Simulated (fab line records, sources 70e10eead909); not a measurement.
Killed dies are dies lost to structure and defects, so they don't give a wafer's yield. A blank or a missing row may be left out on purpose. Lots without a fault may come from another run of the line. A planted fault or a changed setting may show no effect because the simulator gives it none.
Chamber matching | flow nand_harc | NHARC_A_STAIRCASE_DESCUM_168 on rie_diel-05: 4 sister chambers
The step chemistry O2, time 3 s. 8 wafers are shown with their chamber, then 12 later ones without.

WAFERS WITH THEIR CHAMBER
wafer  | chamber | drypump_motor_current_A (A) | showerhead_plenum_p_Torr (Torr)
L077.3 | 2       | 4.6                         | 1.90
L080.6 | 2       | 4.7                         | 1.90
L085.1 | 0       | 5.8                         | 1.79
L085.3 | 1       | 5.3                         | 1.98
L085.4 | 3       | 6.3                         | 2.01
L087.1 | 0       | 5.9                         | 1.79
L087.2 | 3       | 6.3                         | 2.01
L087.4 | 1       | 5.3                         | 1.97

WAFERS WITHOUT THEIR CHAMBER
wafer  | drypump_motor_current_A (A) | showerhead_plenum_p_Torr (Torr)
L091.1 | 5.3                         | 1.97
L091.3 | 5.9                         | 1.78
L091.6 | 4.7                         | 1.89
L092.1 | 4.7                         | 1.89
L092.2 | 5.3                         | 1.97
L092.3 | 5.8                         | 1.78
L093.1 | 4.7                         | 1.89
L093.4 | 5.3                         | 1.97
L093.5 | 5.3                         | 1.97
L095.1 | 5.8                         | 1.78
L095.3 | 5.3                         | 1.97
L095.5 | 5.3                         | 1.97

WHICH CHAMBER EACH WENT THROUGH
wafer  | from the rows above | in truth
L091.1 | 1                   | 1
L091.3 | 0                   | 0
L091.6 | 2                   | 2
L092.1 | 2                   | 2
L092.2 | 1                   | 1
L092.3 | 0                   | 0
L093.1 | 2                   | 2
L093.4 | 1                   | 1
L093.5 | 1                   | 1
L095.1 | 0                   | 0
L095.3 | 1                   | 1
L095.5 | 1                   | 1
Placed correctly: 12 of 12. Can't be placed from these rows: 0. Placed wrongly: 0.
How it was worked out, from the rows above alone: a wafer's distance from a chamber is the root of the sum, over the readings, of the square of ((its reading less the chamber's mean) divided by the reading's scatter). The wafer belongs to the nearest chamber; if the next one is less than 2 further off, it can't be placed. A chamber's mean is the mean of its shown wafers. The scatter: the root of (the sum of the squares of (reading less its chamber's mean) over the shown wafers, divided by (wafers less chambers)).
